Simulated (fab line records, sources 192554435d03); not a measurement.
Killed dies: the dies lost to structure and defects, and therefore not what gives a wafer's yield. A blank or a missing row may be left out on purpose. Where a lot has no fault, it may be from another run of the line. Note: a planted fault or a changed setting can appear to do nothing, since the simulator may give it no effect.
Chamber matching / flow n5_finfet / N5_BEOL_M1_DESCUM_33 on rie_diel-03: 4 sister chambers
The step chemistry O2, time 7 s. 7 wafers are shown with their chamber, then 8 later ones without.

WAFERS, EACH WITH ITS CHAMBER
wafer=L077.5; chamber=3; showerhead_plenum_p_Torr (Torr)=2.17; drypump_motor_current_A (A)=5.85
wafer=L078.1; chamber=3; showerhead_plenum_p_Torr (Torr)=2.17; drypump_motor_current_A (A)=5.84
wafer=L079.5; chamber=0; showerhead_plenum_p_Torr (Torr)=2.01; drypump_motor_current_A (A)=5.71
wafer=L084.2; chamber=2; showerhead_plenum_p_Torr (Torr)=2.10; drypump_motor_current_A (A)=6.05
wafer=L084.3; chamber=1; showerhead_plenum_p_Torr (Torr)=2.06; drypump_motor_current_A (A)=5.46
wafer=L084.6; chamber=0; showerhead_plenum_p_Torr (Torr)=2.01; drypump_motor_current_A (A)=5.72
wafer=L093.3; chamber=2; showerhead_plenum_p_Torr (Torr)=2.09; drypump_motor_current_A (A)=6.01

WAFERS MISSING THEIR CHAMBER
wafer=L093.5; showerhead_plenum_p_Torr (Torr)=2.16; drypump_motor_current_A (A)=5.84
wafer=L093.6; showerhead_plenum_p_Torr (Torr)=2.05; drypump_motor_current_A (A)=5.45
wafer=L094.1; showerhead_plenum_p_Torr (Torr)=2.16; drypump_motor_current_A (A)=5.86
wafer=L094.3; showerhead_plenum_p_Torr (Torr)=2.05; drypump_motor_current_A (A)=5.46
wafer=L094.5; showerhead_plenum_p_Torr (Torr)=2.05; drypump_motor_current_A (A)=5.46
wafer=L096.3; showerhead_plenum_p_Torr (Torr)=2.09; drypump_motor_current_A (A)=6.04
wafer=L096.5; showerhead_plenum_p_Torr (Torr)=2.09; drypump_motor_current_A (A)=6.01
wafer=L096.6; showerhead_plenum_p_Torr (Torr)=2.05; drypump_motor_current_A (A)=5.48

WHICH CHAMBER EACH ONE RAN IN
wafer=L093.5; from the rows above=3; in truth=3
wafer=L093.6; from the rows above=1; in truth=1
wafer=L094.1; from the rows above=3; in truth=3
wafer=L094.3; from the rows above=1; in truth=1
wafer=L094.5; from the rows above=1; in truth=1
wafer=L096.3; from the rows above=2; in truth=2
wafer=L096.5; from the rows above=2; in truth=2
wafer=L096.6; from the rows above=1; in truth=1
8 of 8 placed correctly. Not placeable from these rows: 0. Placed wrongly: 0.
How it was worked out, from the rows above alone: a wafer's distance from a chamber is the root of the sum, over the readings, of the square of ((its reading less the chamber's mean) divided by the reading's scatter). The wafer belongs to the nearest chamber; if the next one is less than 2 further off, it can't be placed. For every chamber, the mean is computed from those of its wafers that are shown. The scatter: take each reading less its chamber's mean, square it, sum over the shown wafers, divide by the number of wafers less the number of chambers, and take the root.
